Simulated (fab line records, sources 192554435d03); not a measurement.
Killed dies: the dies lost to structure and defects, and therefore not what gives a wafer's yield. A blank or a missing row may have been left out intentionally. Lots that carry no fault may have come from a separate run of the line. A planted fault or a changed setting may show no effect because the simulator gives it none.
Matching of chambers -- flow n5-finfet -- uv-cure-01 running N5_BEOL_M8_CURE_75: 3 sister chambers
The step cures SiCOH lowk, time 120 s. 18 wafers are shown with their chamber, then 9 later ones without.

== WAFERS PAIRED WITH THEIR CHAMBERS ==
wafer,chamber,wafer_temp_C_max,lamp-power-pct (%)
L075.1,2,371.2,52.36
L075.2,2,371.1,52.25
L075.6,2,371.2,52.36
L074.2,0,371.5,52.37
L074.3,0,371.6,52.40
L074.5,0,371.0,52.23
L081.1,0,371.2,52.36
L081.3,0,371.3,52.29
L081.6,0,371.2,52.30
L086.1,0,371.9,52.26
L086.2,0,371.3,52.15
L086.4,0,370.9,52.30
L088.2,2,371.3,52.27
L088.3,2,371.0,52.33
L088.5,2,371.1,52.40
L091.1,1,371.8,52.30
L091.2,1,371.7,52.32
L091.4,1,372.0,52.27

SIGNATURES (averages over the wafers above)
reading,chamber 0,chamber 1,chamber 2,scatter within a chamber
wafer_temp_C_max,371.322,371.833,371.150,0.239
lamp-power-pct,52.2956,52.2967,52.3283,0.066
Rule: a wafer lies at a distance from a chamber equal to the root of the sum of squares, over the readings, of (its reading less the chamber's mean, divided by the reading's scatter). The wafer belongs to the nearest chamber; if the next one is less than 2 further off, it can't be placed. The scatter: take each reading less its chamber's mean, square it, sum over the shown wafers, divide by the number of wafers less the number of chambers, and take the root.

== WAFERS MISSING THEIR CHAMBER ==
wafer,wafer_temp_C_max,lamp-power-pct (%)
L092.4,371.4,52.21
L092.5,371.3,52.32
L092.6,371.3,52.30
L096.1,371.1,52.36
L096.5,371.0,52.32
L096.6,371.5,52.32
L097.1,371.0,52.35
L097.3,371.2,52.36
L097.5,371.1,52.34

== WHICH CHAMBER EACH ONE RAN IN ==
wafer,from the rows above,in truth
L092.4,can't be placed: 0 or 2 or 1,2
L092.5,can't be placed: 0 or 2 or 1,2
L092.6,can't be placed: 0 or 2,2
L096.1,can't be placed: 2 or 0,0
L096.5,can't be placed: 2 or 0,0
L096.6,can't be placed: 0 or 1 or 2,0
L097.1,can't be placed: 2 or 0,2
L097.3,can't be placed: 2 or 0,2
L097.5,can't be placed: 2 or 0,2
Correct placement for 0 of the 9. Unplaceable from these rows: 9, with the true chamber sitting among the candidates in 9. Wrongly placed: 0.
